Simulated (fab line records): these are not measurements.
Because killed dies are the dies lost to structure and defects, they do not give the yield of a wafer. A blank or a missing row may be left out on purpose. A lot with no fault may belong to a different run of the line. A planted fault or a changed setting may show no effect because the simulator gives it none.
Which of the tools did it? -- flow n5 finfet -- Sampling: 12 lots, 36 wafers, 2 of 1938 route steps

== WHAT THE GAUGES READ, wafer by wafer ==
N5_BEOL_M6_OVL_MEAS_29.
lot,measured,on,V5_OVL (nm)
L078,day 10 20:29,overlay-02,1.1 1.1 0.7
L077,day 11 07:37,overlay-01,0.3 0.5 0.2
L075,day 11 10:58,overlay-02,0.8 1.3 1.4
L081,day 12 09:16,overlay-02,1.0 2.0 1.8
L083,day 12 13:16,overlay-01,0.6 -0.2 0.4
L084,day 13 13:30,overlay-02,-0.4 0.2 0.3
L087,day 13 19:02,overlay-01,-0.1 -0.4 0.2
L089,day 14 14:25,overlay-01,0.2 -0.9 -0.7
L090,day 14 22:52,overlay-01,-0.4 0.5 0.3
L092,day 15 05:22,overlay-02,-0.5 1.0 0.9
L095,day 16 10:44,overlay-01,1.0 0.0 1.8
L097,day 17 14:06,overlay-01,0.7 1.6 1.6

== TOOL THAT RAN EACH LOT (tool first, then ch and the chambers of the sampled wafers, then the start) ==
lot,N5_BEOL_M6_HM_OPEN_17
L078,"rie metal-02 ch 0,1, day 10 16:17"
L077,"rie metal-01 ch 0,1, day 11 05:28"
L075,"rie metal-02 ch 1, day 11 09:37"
L081,"rie metal-01 ch 0,1, day 12 05:42"
L083,"rie metal-02 ch 0,1, day 12 11:11"
L084,"rie metal-02 ch 0,1, day 13 12:49"
L087,"rie metal-02 ch 0,1, day 13 17:14"
L089,"rie metal-03 ch 0,1, day 14 13:17"
L090,"rie metal-03 ch 0,1, day 14 18:59"
L092,"rie metal-01 ch 1, day 15 02:07"
L095,"rie metal-02 ch 0,1, day 16 07:28"
L097,"rie metal-01 ch 0,1, day 17 12:50"
- N5_BEOL_M6_HM_OPEN_17: chemistry Cl2/BCl3, target TiN, target depth 20 nm, overetch 6 nm.

== THE ANSWER, worked out from the rows above alone ==
Rule: what is usual is taken from the lots themselves. Put in order of their means at a reading, lots are off if they are a third of the lots or fewer, leave a main group of 4 or more, and stand apart from it by a gap of 3 or more times the standard deviation of the main group's means; of several such gaps the widest counts. If all means in a main group match to the digits the tables above print for the reading, that group is not used. A lot without any number at a reading at which 4 lots or more have one is off too. The other lots that the step has rows for count as sound.
Across all readings shown, no lot is off: no conclusion can be drawn from this.

== WHAT THE SIMULATOR PUT IN ==
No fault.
